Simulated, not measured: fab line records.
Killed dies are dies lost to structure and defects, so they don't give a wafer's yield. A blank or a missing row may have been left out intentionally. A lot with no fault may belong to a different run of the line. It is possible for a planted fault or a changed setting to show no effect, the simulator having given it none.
Chamber matching	flow n5Finfet	rieDiel-02 running N5_MOL_CONTACT_COAG_STRIP_98: 4 sister chambers
The step strips in N2/H2. 16 wafers are shown with their chamber, then 8 later ones without.

== WAFERS WITH THEIR CHAMBER ==
wafer	chamber	showerheadPlenumPTorr (Torr)	throttleValvePct (%)	drypumpMotorCurrentA (A)
L074.4	3	3.51	18.6	5.4
L074.5	1	3.30	19.0	5.0
L074.6	0	3.37	19.1	5.4
L076.2	0	3.37	19.1	5.4
L076.3	1	3.30	19.0	5.1
L076.5	1	3.30	19.0	5.0
L077.1	3	3.51	18.6	5.4
L077.2	0	3.37	19.1	5.4
L077.5	2	3.31	19.5	5.1
L078.2	0	3.36	19.1	5.4
L078.5	2	3.31	19.5	5.1
L078.6	3	3.51	18.6	5.4
L083.1	0	3.36	19.2	5.4
L083.3	3	3.50	18.7	5.4
L083.4	1	3.29	19.0	5.1
L086.3	2	3.30	19.5	5.1

SIGNATURES (averages over the wafers above)
reading	chamber 0	chamber 1	chamber 2	chamber 3	scatter within a chamber
showerheadPlenumPTorr	3.3660	3.2975	3.3067	3.5075	0.0053
throttleValvePct	19.120	19.000	19.500	18.625	0.0359
drypumpMotorCurrentA	5.400	5.050	5.100	5.400	0.0289
Rule: a wafer's distance from a chamber is the root of the sum, over the readings, of the square of ((its reading less the chamber's mean) divided by the reading's scatter). The wafer belongs to the nearest chamber; if the next one is less than 2 further off, it can't be placed. The scatter: the root of (the sum of the squares of (reading less its chamber's mean) over the shown wafers, divided by (wafers less chambers)).

== WAFERS MISSING THEIR CHAMBER ==
wafer	showerheadPlenumPTorr (Torr)	throttleValvePct (%)	drypumpMotorCurrentA (A)
L086.4	3.50	18.7	5.4
L086.5	3.36	19.2	5.4
L087.3	3.50	18.7	5.4
L087.4	3.50	18.7	5.4
L087.5	3.36	19.2	5.3
L097.2	3.29	19.6	5.2
L097.4	3.28	19.1	5.0
L097.5	3.34	19.2	5.4

== WHICH CHAMBER EACH ONE RAN IN ==
wafer	from the rows above	in truth
L086.4	3	3
L086.5	0	0
L087.3	3	3
L087.4	3	3
L087.5	0	0
L097.2	2	2
L097.4	1	1
L097.5	0	0
8 of 8 placed correctly. From these rows, 0 cannot be placed. Wrongly placed: 0.
